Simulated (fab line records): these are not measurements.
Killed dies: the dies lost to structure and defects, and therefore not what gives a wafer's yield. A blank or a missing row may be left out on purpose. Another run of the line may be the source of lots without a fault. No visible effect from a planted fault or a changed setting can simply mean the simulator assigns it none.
Struck lot and sound lot, side by side :: flow n5 finfet :: 41 steps out of a route of 1938
Sound: these wafers, L987.4, L987.5, L987.6. Struck: wafer L990.1. (L990.5 of the same lot was not struck and is left out.) The cause comes at the end.
Per side, at each step with rows, come the tool, then ch with its chambers, and then its first start. Under that, the readings that differ: sound wafers :: struck wafers :: difference of the means :: sigmas: that difference in standard deviations of wafers without a fault.
alike: a reading whose means differ by less than 2 such deviations, as well as words and numbers matching on both sides. not compared: withheld readings; readings where some wafer has no value; bounds like >300 that might hide an equal value; numbers whose values overlap and for which the record gives no deviation.
The two part at a step that has a row with sigmas, a row that says differs or no value, or rows on one side only. Numbers that have no deviation but don't overlap get no sigmas and don't part them. Lack of a reading on every wafer of one side parts them only where that side has two or more wafers.

first, 12 steps without rows for these wafers: N5_SD_EPI_N_STRIP_36 (strips in N2/H2); N5_SD_EPI_N_ETCHBACK_44 (etches SiNx in CH3F/O2, stops on SiO2, target depth 14.5 nm); N5_SD_EPI_N_ETCH_45 (etches SiOCN in CH3F/O2, target depth 6 nm); N5_SD_EPI_N_ETCH_16 (etches SiO2 in CHF3/O2, target depth 5 nm); N5_SD_EPI_N_STRIP_47 (strips in CHF3/O2); N5_SD_EPI_N_SD_RECESS_17 (chemistry HBr/Cl2/O2, target depth 41 nm, time 23.7 s, bt time 3 s); N5_SD_EPI_N_STRIP_38 (strips in N2/H2); N5_SD_EPI_N_WET_ETCH_43 (etches SiO2 in dHF, time 14 s, target depth 1.5 nm); N5_SD_EPI_N_STRIP_18 (strips in SPM, time 750 s); N5_SD_EPI_N_SRD_20 (time 30 s); N5_SD_EPI_N_PRECLEAN_48 (cleans in NF3:NH3, afs cycles 2, time 20 s, sublimation time 60 s); N5_SD_EPI_N_VAPOR_ETCH_50 (etches Si in HCl, time 54 s).
N5_SD_EPI_N_EPI_21: deposits Si:P, time 690 s.
  sound on epi rpcvd-01 ch 0, day 5 17:35; struck on epi rpcvd-01 ch 0, day 6 04:35
reading: epi growth time s (s)
sound: 690 690 690
struck: 1098.5
difference: +408.5
sigmas: 

reading: model.Si-P_of_SD_EPI_N_EPI_21.thk nm (nm)
sound: 58.8 59.2 59.2
struck: 80.8
difference: +21.7
sigmas: 
  alike: susceptor temp C
N5_SD_EPI_N_EPI_MEAS_23:
  sound on film metro-01, day 5 18:44; struck on film metro-02, day 6 06:52
reading: thk nm (nm)
sound: 58.4 60.0 59.0
struck: 80.2
difference: +21.1
sigmas: +18
then, 24 steps without rows for these wafers: N5_SD_EPI_N_PRECLEAN_24 (cleans in O3/DIW, time 60 s); N5_SD_EPI_N_SRD_25 (time 30 s); N5_SD_EPI_N_PRECLEAN_49 (cleans in NF3:NH3, afs cycles 1, time 20 s, sublimation time 60 s); N5_SD_EPI_N_LINER_46 (material SiNx, target thk 3 nm); N5_SD_EPI_P_COAT_34 (time 60 s, resist thk 350 nm); N5_SD_EPI_P_COAT_35 (time 60 s, resist thk 35 nm); N5_SD_EPI_P_COAT_03 (resist thk 150 nm); N5_SD_EPI_P_EBR_05; N5_SD_EPI_P_SOFTBAKE_04 (time 60 s); N5_SD_EPI_P_EXPOSE_06 (exposes mask SD P BLK, target cd 240 nm); N5_SD_EPI_P_PEB_07 (peb time 60 s); N5_SD_EPI_P_DEVELOP_08 (develop time 30 s); N5_SD_EPI_P_DESCUM_14 (chemistry O2, time 7.9 s); N5_SD_EPI_P_ETCH_36 (etches SiARC in CF4, target depth 45.5 nm, time 75.8 s); N5_SD_EPI_P_ETCH_37 (etches SOC in N2/H2, overetch 108 nm, time 486 s); N5_SD_EPI_P_STRIP_38 (strips in N2/H2); N5_SD_EPI_P_ETCHBACK_46 (etches SiNx in CH3F/O2, stops on SiO2, target depth 17.5 nm); N5_SD_EPI_P_ETCH_47 (etches SiOCN in CH3F/O2, target depth 25 nm); N5_SD_EPI_P_ETCH_16 (etches SiO2 in CHF3/O2, target depth 5 nm); N5_SD_EPI_P_STRIP_50 (strips in CHF3/O2); N5_SD_EPI_P_SD_RECESS_17 (chemistry HBr/Cl2/O2, target depth 39.1 nm, bt time 3 s); N5_SD_EPI_P_WET_ETCH_45 (etches SiO2 in dHF, time 10.7 s, target depth 2 nm, rinse time 30 s); N5_SD_EPI_P_STRIP_40 (strips in N2/H2); N5_SD_EPI_P_PRECLEAN_52 (cleans in O3/DIW, time 60 s).
N5_SD_ACTIVATION_RS_MEAS_03: the measuring method here is four-point-probe.
  sound on film metro-01, day 6 00:46; struck on film metro-01, day 6 12:17
reading: RS_SD_N (ohm/sq)
sound: 22.0 21.7 22.1
struck: 15.9
difference: -6.0
sigmas: -19
  alike: RS_SD_P
N5_MOL_CONTACT_COAG_ETCH_15: etches SiNx in CH3F/O2, stops on Si:P, target depth 7 nm.
  sound on rie diel-01 ch 0,2,3, day 7 05:05; struck on rie diel-01 ch 3, day 7 17:20
reading: rf hours counter h (h)
sound: - - -
struck: 43
difference: no value on the sound wafers
sigmas: 

reading: model.Si-P_of_SD_EPI_N_EPI_21.thk nm (nm)
sound: 58 58.4 58.4
struck: 79.6
difference: +21.3
sigmas: 
  alike: chamber pressure mTorr, drypump motor current A, oes product au, rf vpp V, showerhead plenum p Torr, throttle valve pct
-- a jump in the record: the struck wafers' starts before and after are 3 days apart (it breaks off in module MOL_CONTACT_COAG and resumes in module BEOL_M4, where the first step shown is number 1111 of the route) --
N5_BEOL_M4_RC_MEAS_101:
  sound on prober-02 ch 0, day 10 08:14; struck on prober-02 ch 0, day 10 15:01
reading: RS_SD_N (ohm/sq)
sound: 28.3 28.5 28.1
struck: 20.7
difference: -7.6
sigmas: -19
  alike: DIBL_N, DIBL_P, IOFF_N, IOFF_P, ION_N, ION_P, SS_N, SS_P, VT_N, VT_P

WHERE THEY PART
Last at N5_BEOL_M4_RC_MEAS_101 as far as this record goes, first at N5_SD_EPI_N_EPI_MEAS_23.

WHY: what the simulator had put in
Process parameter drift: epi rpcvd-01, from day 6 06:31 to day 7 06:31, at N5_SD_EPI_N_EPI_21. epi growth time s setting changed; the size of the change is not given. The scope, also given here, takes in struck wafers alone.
